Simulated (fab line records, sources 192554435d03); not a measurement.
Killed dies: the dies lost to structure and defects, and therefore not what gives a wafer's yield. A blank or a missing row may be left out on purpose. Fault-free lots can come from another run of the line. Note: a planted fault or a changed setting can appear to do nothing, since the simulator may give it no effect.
fab line records :: flow n5-finfet
[record]
  lots = 7
  wafers = 39
route steps=1938 shown GATE_CUT@501
start-h: start of the lot's first displayed wafer, in hours after the record's first day :: wait-h: time in hours since the lot's previous step :: " as in the row above :: L1.1+2: several wafers, shown together as one row :: - no value, or no start was given :: * or withheld: withheld :: < > ~ a bound
route shown NAME@n: a module of which the file shows steps, and the number in the route of the first :: usual: the fault-free wafers' mean and standard deviation :: same: alike in all rows :: chamber/n: place in a boat :: sites: per-site readings :: _std_site: the standard deviation of these :: _edge_site: outer sites' mean less inner sites' :: radius-mm: how far each site lies from the wafer's centre :: mask NAME#n: copy n :: behind: the most recent tool/chamber to have shaped the wafer :: hold: the reason the lot was held/the length of the hold in hours/how it ended :: device: whichever transistor did not switch (one of n, p or np) :: end of line: at the end of the route, the tests of the same wafers :: a step given without rows: its recipe and nothing more :: killed: the dies lost at the first sort to structure and to defects; this is not the yield of the wafer :: map: the dies of a wafer, with x for killed, . for not killed, _ for no die there
set.NAME: the setting the step ran with; set.NAME@STEP: the setting that earlier step ran with :: model.NAME: the simulator's own value behind a step, which no gauge read
lots run with intentionally changed settings; tables by step, rows by wafer
[[steps]]
[step N5_GATE_CUT_CUT_ETCH_54]
[recipe]
  chemistry = Cl2/BCl3
  target = TiN
  mask-material = SiO2
  target-depth-a = 967
  pressure-mtorr = 10
  icp-w = 1000
  bias-w = 126
  Cl2_flow_sccm = 53.25
  bcl3-flow-sccm = 21.75
  Ar_flow_sccm = 25
  ends = cleared
[usual]
  etch-rf-on-time-s = 36.8/0.67
lot.wafer: L075.1
tool: rie-metal-01
chamber: 1
start-h: 93.71
wait-h: 0.0
set.bias-w: 126
etch-rf-on-time-s: 36.8

lot.wafer: L075.2
tool: rie-metal-01
chamber: 0
start-h: 93.71
wait-h: 0.0
set.bias-w: 103.1
etch-rf-on-time-s: 40.3

lot.wafer: L075.3
tool: rie-metal-01
chamber: 1
start-h: 93.71
wait-h: 0.0
set.bias-w: 103.1
etch-rf-on-time-s: 39.5

lot.wafer: L075.4
tool: rie-metal-01
chamber: 0
start-h: 93.71
wait-h: 0.0
set.bias-w: 126
etch-rf-on-time-s: 37.3

lot.wafer: L075.5
tool: rie-metal-01
chamber: 0
start-h: 93.71
wait-h: 0.0
set.bias-w: 103.1
etch-rf-on-time-s: 40.2

lot.wafer: L075.6
tool: rie-metal-01
chamber: 1
start-h: 93.71
wait-h: 0.0
set.bias-w: 126
etch-rf-on-time-s: 36.6

lot.wafer: L077.1
tool: rie-metal-03
chamber: 1
start-h: 102.93
wait-h: 0.0
set.bias-w: 126
etch-rf-on-time-s: 36.8

lot.wafer: L077.2
tool: rie-metal-03
chamber: 0
start-h: 102.93
wait-h: 0.0
set.bias-w: 126
etch-rf-on-time-s: 37.1

lot.wafer: L077.3
tool: rie-metal-03
chamber: 1
start-h: 102.93
wait-h: 0.0
set.bias-w: 126
etch-rf-on-time-s: 36.4

lot.wafer: L077.4
tool: rie-metal-03
chamber: 0
start-h: 102.93
wait-h: 0.0
set.bias-w: 126
etch-rf-on-time-s: 37.2

lot.wafer: L077.5
tool: rie-metal-03
chamber: 1
start-h: 102.93
wait-h: 0.0
set.bias-w: 126
etch-rf-on-time-s: 36.4

lot.wafer: L077.6
tool: rie-metal-03
chamber: 0
start-h: 102.93
wait-h: 0.0
set.bias-w: 126
etch-rf-on-time-s: 37.0

lot.wafer: L078.1
tool: rie-metal-03
chamber: 1
start-h: 113.02
wait-h: 0.0
set.bias-w: 126
etch-rf-on-time-s: 36.5

lot.wafer: L078.2
tool: rie-metal-03
chamber: 0
start-h: 113.02
wait-h: 0.0
set.bias-w: 126
etch-rf-on-time-s: 36.8

lot.wafer: L078.6
tool: rie-metal-03
chamber: 1
start-h: 113.02
wait-h: 0.0
set.bias-w: 126
etch-rf-on-time-s: 36.4

lot.wafer: L086.1
tool: rie-metal-01
chamber: 0
start-h: 160.21
wait-h: 0.0
set.bias-w: 126
etch-rf-on-time-s: 37.1

lot.wafer: L086.2
tool: rie-metal-01
chamber: 1
start-h: 160.21
wait-h: 0.0
set.bias-w: 126
etch-rf-on-time-s: 36.7

lot.wafer: L086.3
tool: rie-metal-01
chamber: 0
start-h: 160.21
wait-h: 0.0
set.bias-w: 126
etch-rf-on-time-s: 37.1

lot.wafer: L086.4
tool: rie-metal-01
chamber: 1
start-h: 160.21
wait-h: 0.0
set.bias-w: 126
etch-rf-on-time-s: 36.9

lot.wafer: L086.5
tool: rie-metal-01
chamber: 1
start-h: 160.21
wait-h: 0.0
set.bias-w: 126
etch-rf-on-time-s: 37.0

lot.wafer: L086.6
tool: rie-metal-01
chamber: 0
start-h: 160.21
wait-h: 0.0
set.bias-w: 126
etch-rf-on-time-s: 37.0

lot.wafer: L088.1
tool: rie-metal-01
chamber: 0
start-h: 168.39
wait-h: 0.0
set.bias-w: 126
etch-rf-on-time-s: 37.2

lot.wafer: L088.2
tool: rie-metal-01
chamber: 1
start-h: 168.39
wait-h: 0.0
set.bias-w: 137.8
etch-rf-on-time-s: 35.8

lot.wafer: L088.3
tool: rie-metal-01
chamber: 0
start-h: 168.39
wait-h: 0.0
set.bias-w: 126
etch-rf-on-time-s: 37.4

lot.wafer: L088.4
tool: rie-metal-01
chamber: 1
start-h: 168.39
wait-h: 0.0
set.bias-w: 137.8
etch-rf-on-time-s: 35.6

lot.wafer: L088.5
tool: rie-metal-01
chamber: 0
start-h: 168.39
wait-h: 0.0
set.bias-w: 126
etch-rf-on-time-s: 37.4

lot.wafer: L088.6
tool: rie-metal-01
chamber: 1
start-h: 168.39
wait-h: 0.0
set.bias-w: 137.8
etch-rf-on-time-s: 35.7

lot.wafer: L091.1
tool: rie-metal-02
chamber: 0
start-h: 189.96
wait-h: 0.0
set.bias-w: 126
etch-rf-on-time-s: 37.2

lot.wafer: L091.2
tool: rie-metal-02
chamber: 1
start-h: 189.96
wait-h: 0.0
set.bias-w: 126
etch-rf-on-time-s: 35.4

lot.wafer: L091.3
tool: rie-metal-02
chamber: 1
start-h: 189.96
wait-h: 0.0
set.bias-w: 148.7
etch-rf-on-time-s: 33.2

lot.wafer: L091.4
tool: rie-metal-02
chamber: 0
start-h: 189.96
wait-h: 0.0
set.bias-w: 148.7
etch-rf-on-time-s: 35.0

lot.wafer: L091.5
tool: rie-metal-02
chamber: 1
start-h: 189.96
wait-h: 0.0
set.bias-w: 126
etch-rf-on-time-s: 35.6

lot.wafer: L091.6
tool: rie-metal-02
chamber: 0
start-h: 189.96
wait-h: 0.0
set.bias-w: 148.7
etch-rf-on-time-s: 35.1

lot.wafer: L095.1
tool: rie-metal-01
chamber: 1
start-h: 209.89
wait-h: 0.0
set.bias-w: 126
etch-rf-on-time-s: 37.0

lot.wafer: L095.2
tool: rie-metal-01
chamber: 0
start-h: 209.89
wait-h: 0.0
set.bias-w: 126
etch-rf-on-time-s: 37.5

lot.wafer: L095.3
tool: rie-metal-01
chamber: 1
start-h: 209.89
wait-h: 0.0
set.bias-w: 126
etch-rf-on-time-s: 37.2

lot.wafer: L095.4
tool: rie-metal-01
chamber: 0
start-h: 209.89
wait-h: 0.0
set.bias-w: 126
etch-rf-on-time-s: 37.2

lot.wafer: L095.5
tool: rie-metal-01
chamber: 1
start-h: 209.89
wait-h: 0.0
set.bias-w: 126
etch-rf-on-time-s: 37.2

lot.wafer: L095.6
tool: rie-metal-01
chamber: 0
start-h: 209.89
wait-h: 0.0
set.bias-w: 126
etch-rf-on-time-s: 37.3
[[key]]
[split]
  step = N5_GATE_CUT_CUT_ETCH_54
  setting = bias-w
  stated = 126
  by = wafer
[response]
  step = N5_GATE_CUT_CUT_ETCH_54
  reading = etch-rf-on-time-s
  change = *
  per = 1%
  r = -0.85
